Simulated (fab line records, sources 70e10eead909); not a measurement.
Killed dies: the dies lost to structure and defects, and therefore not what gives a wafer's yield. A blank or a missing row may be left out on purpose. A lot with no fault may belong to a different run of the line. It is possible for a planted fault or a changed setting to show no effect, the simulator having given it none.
Chamber matching    flow nand_harc    NHARC_P_M0_CMP_23 on cmp-01 has 4 sister chambers
The step polishes, t overpolish 20 s, target thk 117.53 nm. 8 wafers are shown with their chamber, then 7 later ones without.

== WAFERS, EACH WITH ITS CHAMBER ==
wafer   chamber  motor_current_A (A)  time_to_endpoint_s (s)
L076.4  0        11.5                 26.7
L081.5  3        16.3                 26.3
L084.1  3        16.4                 24.2
L089.3  2        12.4                 25.9
L089.4  1        11.4                 27.5
L089.6  2        12.9                 32.7
L088.3  1        11.4                 26.8
L088.4  0        11.2                 28.0

== WAFERS MISSING THEIR CHAMBER ==
wafer   motor_current_A (A)  time_to_endpoint_s (s)
L088.5  16.4                 29.7
L091.1  11.5                 28.5
L091.3  11.2                 27.9
L091.6  15.7                 28.9
L093.1  16.9                 29.9
L093.2  12.0                 32.5
L093.4  12.8                 30.2

== WHICH CHAMBER EACH WENT THROUGH ==
wafer   from the rows above           in truth
L088.5  3                             3
L091.1  can't be placed: 1 or 0       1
L091.3  can't be placed: 0 or 1       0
L091.6  3                             3
L093.1  3                             3
L093.2  can't be placed: 2 or 1 or 0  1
L093.4  2                             2
Correctly placed: 4 of 7. Can't be placed from these rows: 3 (the true chamber is among the candidates in 3). Number placed wrongly: 0.
How it was worked out, from the rows above alone: a wafer's distance from a chamber is the root of the sum, over the readings, of the square of ((its reading less the chamber's mean) divided by the reading's scatter). The wafer belongs to the nearest chamber; if the next one is less than 2 further off, it can't be placed. A chamber's mean is the mean of its shown wafers. The scatter: take each reading less its chamber's mean, square it, sum over the shown wafers, divide by the number of wafers less the number of chambers, and take the root.
